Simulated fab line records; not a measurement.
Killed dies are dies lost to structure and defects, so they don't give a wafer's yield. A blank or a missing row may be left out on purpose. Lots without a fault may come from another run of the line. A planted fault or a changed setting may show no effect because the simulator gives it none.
fab line records    flow n5_finfet    part 2 of 2: steps 20 to 26 of 26
[record] lots = 5  wafers = 15  last_day = 16
route steps=1938 shown BEOL_M15@1784
lots that met no fault: taken from a fault-free run of the same line
start_h: the number of hours between the record's first day and the start of the first shown wafer of the lot    wait_h: hours since the lot's step before    " same as the row above    L1.1+2: one row covering several wafers at once    - either no value or no given start    * or withheld: withheld    < > ~ a bound
route shown NAME@n: names a module that has steps shown in the file, with the first one's number in the route    usual: mean and standard deviation over wafers with no fault    same: alike in all rows    chamber/n: place in a boat    sites: per-site readings    _std_site: the values' standard deviation    _edge_site: the outer-site mean with the inner-site mean subtracted    radius_mm: for every site, how far away it sits from the centre of the wafer    mask NAME#n: copy n    behind: the tool/chamber that last shaped the wafer    hold: what put the lot on hold/how long, in hours/how the hold closed    device: the n, p or np transistor that did not switch    end of line: the same wafers' tests at the end of the route    a step given without rows: its recipe and nothing more    killed: count of dies lost to structure and defects at first sort (not the wafer's yield)    map: the dies of a wafer, with x for killed, . for not killed, _ for no die there
set.NAME: the setting as run; set.NAME@STEP: as run at that earlier step    model.NAME: the simulator's own value behind a step, which no gauge read
a table for each step, a row for each wafer; lots at some steps of the route
services: from which hour (start_h, from the record's first day; less than 0 if before it) a tool's chamber was out of use, for how many hours, and why
[[steps]]
[step N5_BEOL_M15_HARDBAKE_32]
[recipe] temp_c = 130  time_s = 120
[usual] exhaust_pa = 45.0/0.86  plate_temp_C = 129.99/0.12
lot.wafer  tool            chamber  start_h  wait_h  exhaust_pa  plate_temp_C
L076.2     litho_track-05  0        -        -       43.7        130.04
L076.3     "               0        "        "       46.5        130.02
L076.5     "               0        "        "       43.4        129.93
L075.1     litho_track-05  0        -        -       45.6        130.18
L075.3     "               0        "        "       45.9        129.92
L075.4     "               0        "        "       45.5        130.21
L080.4     litho_track-05  0        -        -       44.9        130.22
L080.5     "               0        "        "       44.2        129.86
L080.6     "               0        "        "       43.7        130.09
L085.1     litho_track-01  0        -        -       46.2        129.98
L085.2     "               0        "        "       46.1        129.80
L085.3     "               0        "        "       45.6        129.76
L093.2     litho_track-04  0        -        -       45.8        129.95
L093.3     "               0        "        "       46.5        129.90
L093.5     "               0        "        "       45.3        129.79
[step N5_BEOL_M15_CD_MEAS_28]
[recipe] target_cd_nm = 407.6  landing_energy_ev = 500  detector = se_inlens
[usual] cd_nm = 408.4/2
lot.wafer  tool       chamber  start_h  wait_h  cd_nm
L076.2     cd_sem-02  0        244.72   -       408.2
L076.3     "          0        "        "       411.6
L076.5     "          0        "        "       411.6
L075.1     cd_sem-02  0        260.12   -       407.5
L075.3     "          0        "        "       412.0
L075.4     "          0        "        "       412.2
L080.4     cd_sem-02  0        297.12   -       411.7
L080.5     "          0        "        "       412.2
L080.6     "          0        "        "       410.7
L085.1     cd_sem-03  0        334.22   -       408.7
L085.2     "          0        "        "       408.7
L085.3     "          0        "        "       407.4
L093.2     cd_sem-03  0        366.99   -       406.4
L093.3     "          0        "        "       406.6
L093.5     "          0        "        "       407.7
[step N5_BEOL_M15_OVL_MEAS_29]
[recipe] points_per_wafer = 44
[usual] M15_OVL = -3/5.2
lot.wafer  tool        chamber  start_h  wait_h  M15_OVL[nm]
L076.2     overlay-01  0        244.75   0.0     -8
L076.3     "           0        "        "       -10
L076.5     "           0        "        "       -10
L075.1     overlay-01  0        260.15   0.0     -8
L075.3     "           0        "        "       -7
L075.4     "           0        "        "       -12
L080.4     overlay-02  0        297.15   0.0     -18
L080.5     "           0        "        "       -12
L080.6     "           0        "        "       -11
L085.1     overlay-02  0        334.25   0.0     5
L085.2     "           0        "        "       0
L085.3     "           0        "        "       -1
L093.2     overlay-02  0        367.02   0.0     -4
L093.3     "           0        "        "       -1
L093.5     "           0        "        "       4
[step N5_BEOL_M15_INSPECT_30]
[recipe] mode = adi  inspect_instrument = macro
[usual] raw_defect_count = 1.9/1.4
lot.wafer  tool               chamber  start_h  wait_h  raw_defect_count
L076.2     defect_inspect-01  -        244.77   0.0     1
L076.3     "                  -        "        "       1
L076.5     "                  -        "        "       1
L075.1     defect_inspect-02  -        260.17   0.0     1
L075.3     "                  -        "        "       2
L075.4     "                  -        "        "       1
L080.4     defect_inspect-01  -        297.18   0.0     1
L080.5     "                  -        "        "       2
L080.6     "                  -        "        "       0
L085.1     defect_inspect-01  -        334.28   0.0     3
L085.2     "                  -        "        "       4
L085.3     "                  -        "        "       2
L093.2     defect_inspect-01  -        367.04   0.0     3
L093.3     "                  -        "        "       6
L093.5     "                  -        "        "       0
[step N5_BEOL_M15_DESCUM_33]
[recipe] chemistry = O2  time_s = 7.9  source_power_w = 50  bias_power_w = 20  pressure_mtorr = 20  rf_frequency_hz = 2.712e+07  temp_c = 40  o2_flow_sccm = 225
[usual] drypump_motor_current_A = 5.9/0.46  oes_product_au = 0.78/0.093  rf_vpp_V = 243.0/1.7  showerhead_plenum_p_Torr = 2.07/0.088  throttle_valve_pct = 20.4/0.32
lot.wafer  tool         chamber  start_h  wait_h  drypump_motor_current_A  oes_product_au  rf_hours_counter_h  rf_vpp_V  showerhead_plenum_p_Torr  throttle_valve_pct
L076.2     rie_diel-03  1        244.81   0.0     6.8                      0.67            218                 241.9     1.99                      20.9
L076.3     "            0        "        "       5.8                      0.75            176                 245.3     2.17                      20.9
L076.5     "            2        "        "       6.2                      0.68            -                   243.9     2.12                      20.4
L075.1     rie_diel-01  3        260.20   0.0     5.4                      0.76            159                 243.1     2.08                      20.8
L075.3     "            1        "        "       5.5                      0.91            21                  243.8     2.11                      20.3
L075.4     "            0        "        "       5.5                      0.68            247                 241.8     2.06                      20.8
L080.4     rie_diel-03  3        297.21   0.0     5.8                      0.76            147                 241.7     1.98                      19.9
L080.5     "            0        "        "       5.7                      0.72            -                   246.3     2.17                      20.9
L080.6     "            1        "        "       6.8                      0.66            -                   242.0     1.99                      20.9
L085.1     rie_diel-06  1        334.31   0.0     6.5                      0.83            79                  246.3     2.18                      20.2
L085.2     "            3        "        "       5.8                      0.74            173                 242.2     1.91                      20.1
L085.3     "            2        "        "       5.7                      0.91            31                  242.2     2.04                      20.7
L093.2     rie_diel-03  0        367.46   0.4     5.7                      0.71            213                 243.9     2.16                      21.0
L093.3     "            2        "        "       6.2                      1.00            1                   243.7     2.11                      20.1
L093.5     "            0        "        "       5.7                      0.72            -                   244.9     2.16                      20.9
[step N5_BEOL_M15_ETCH_61]
[recipe] chemistry = N2/H2  target = BARC  target_depth_a = 890  overetch_a = 267  time_s = 67.9  ion_energy_ev = 200  pressure_mtorr = 30  source_w = 840  bias_w = 150  n2_flow_sccm = 200  h2_flow_sccm = 200
[usual] drypump_motor_current_A = 5.9/0.46  n2_flow_sccm = 200.1/0.68  oes_product_au = 0.67/0.075  rf_vpp_V = 523/3.2  showerhead_plenum_p_Torr = 2.53/0.11  throttle_valve_pct = 17.97/0.28
lot.wafer  tool         chamber  start_h  wait_h  drypump_motor_current_A  n2_flow_sccm  oes_product_au  rf_hours_counter_h  rf_vpp_V  showerhead_plenum_p_Torr  throttle_valve_pct
L076.2     rie_diel-03  1        244.84   0.0     6.8                      201.0         0.59            218                 522       2.40                      18.14
L076.3     "            0        "        "       5.8                      199.6         0.63            176                 526       2.64                      18.26
L076.5     "            2        "        "       6.2                      199.7         0.59            -                   527       2.62                      18.01
L075.1     rie_diel-01  3        260.24   0.0     5.4                      200.8         0.64            159                 524       2.57                      18.55
L075.3     "            1        "        "       5.5                      199.9         0.78            21                  526       2.57                      17.73
L075.4     "            0        "        "       5.5                      199.6         0.59            247                 523       2.51                      18.23
L080.4     rie_diel-03  3        297.24   0.0     5.8                      199.9         0.64            147                 523       2.46                      17.74
L080.5     "            0        "        "       5.8                      200.5         0.62            -                   529       2.63                      18.29
L080.6     "            1        "        "       6.8                      200.4         0.58            -                   519       2.40                      18.17
L085.1     rie_diel-06  1        334.35   0.0     6.5                      200.2         0.70            79                  528       2.69                      17.95
L085.2     "            3        "        "       5.9                      200.5         0.62            173                 517       2.33                      17.75
L085.3     "            2        "        "       5.7                      198.9         0.75            31                  523       2.46                      17.94
L093.2     rie_diel-03  0        367.50   0.0     5.8                      200.8         0.62            213                 525       2.62                      18.33
L093.3     "            2        "        "       6.2                      200.7         0.84            1                   526       2.60                      17.68
L093.5     "            0        "        "       5.8                      200.6         0.61            -                   526       2.62                      18.32
[step N5_BEOL_M15_TRENCH_ETCH_34]
[recipe] chemistry = C4F8/O2/Ar  target = SiO2  target_depth_a = 8729.3  he_inner_torr = 15  he_outer_torr = 30  time_s = 199  ion_energy_ev = 800  pressure_mtorr = 20  source_w = 1905  bias_w = 2040  Ar_flow_sccm = 400  C4F8_flow_sccm = 16  O2_flow_sccm = 12
[usual] drypump_motor_current_A = 5.9/0.46  oes_f_703_au = 0.77/0.082  oes_product_au = 0.78/0.093  rf_vpp_V = 2214/58  showerhead_plenum_p_Torr = 3.43/0.13  throttle_valve_pct = 31.03/0.27
lot.wafer  tool         chamber  start_h  wait_h  drypump_motor_current_A  oes_f_703_au  oes_product_au  rf_hours_counter_h  rf_vpp_V  showerhead_plenum_p_Torr  throttle_valve_pct
L076.2     rie_diel-03  1        244.89   0.0     6.8                      0.72          0.68            218                 2194      3.28                      31.37
L076.3     "            0        "        "       5.8                      0.73          0.74            176                 2262      3.55                      31.36
L076.5     "            2        "        "       6.2                      0.64          0.67            -                   2356      3.52                      30.84
L075.1     rie_diel-01  3        260.29   0.0     5.4                      0.74          0.75            159                 2203      3.44                      31.33
L075.3     "            1        "        "       5.5                      0.91          0.91            21                  2198      3.52                      31.07
L075.4     "            0        "        "       5.5                      0.68          0.68            247                 2172      3.41                      31.29
L080.4     rie_diel-03  3        297.30   0.0     5.8                      0.76          0.75            147                 2195      3.34                      30.77
L080.5     "            0        "        "       5.8                      0.71          0.72            -                   2260      3.54                      31.36
L080.6     "            1        "        "       6.8                      0.70          0.67            -                   2194      3.27                      31.39
L085.1     rie_diel-06  1        334.40   0.0     6.5                      0.78          0.82            79                  2243      3.62                      30.94
L085.2     "            3        "        "       5.8                      0.74          0.74            173                 2122      3.18                      30.70
L085.3     "            2        "        "       5.7                      0.88          0.90            31                  2235      3.38                      31.43
L093.2     rie_diel-03  0        367.55   0.0     5.8                      0.69          0.70            213                 2261      3.53                      31.38
L093.3     "            2        "        "       6.2                      0.90          0.98            1                   2356      3.51                      30.79
L093.5     "            0        "        "       5.8                      0.70          0.70            -                   2260      3.53                      31.40
[[services]]
tool            chamber  start_h  hours  kind
krf_scanner-02  -        254.55   0.4    repair
krf_scanner-02  -        265.45   2.7    repair
rie_diel-01     0        267.70   -      clean
rie_diel-01     0        267.70   -      consumable_replace:focus_ring
rie_diel-01     0        267.70   39.1   scheduled_down
krf_scanner-01  -        275.63   1.0    pm
rie_diel-01     1        293.98   4.3    repair
rie_diel-03     -        297.78   2.8    pm
wet_bench-01    -        302.62   3.2    repair
krf_scanner-02  -        326.83   0.8    pm
rie_diel-01     -        333.66   2.8    pm
krf_scanner-02  -        338.83   0.4    repair
krf_scanner-01  -        346.93   1.9    repair
rie_diel-03     2        348.96   -      clean
rie_diel-03     2        348.96   -      consumable_replace:focus_ring
rie_diel-03     2        348.96   17.4   scheduled_down
rie_diel-03     2        348.96   17.4   vent_cycle
krf_scanner-01  -        355.21   0.8    pm
krf_scanner-01  -        357.44   1.3    pm
rie_diel-03     1        366.36   -      clean
rie_diel-03     1        366.36   -      consumable_replace:focus_ring
rie_diel-03     1        366.36   -      consumable_replace:showerhead
rie_diel-03     1        366.36   16.0   scheduled_down
rie_diel-03     1        366.36   16.0   vent_cycle
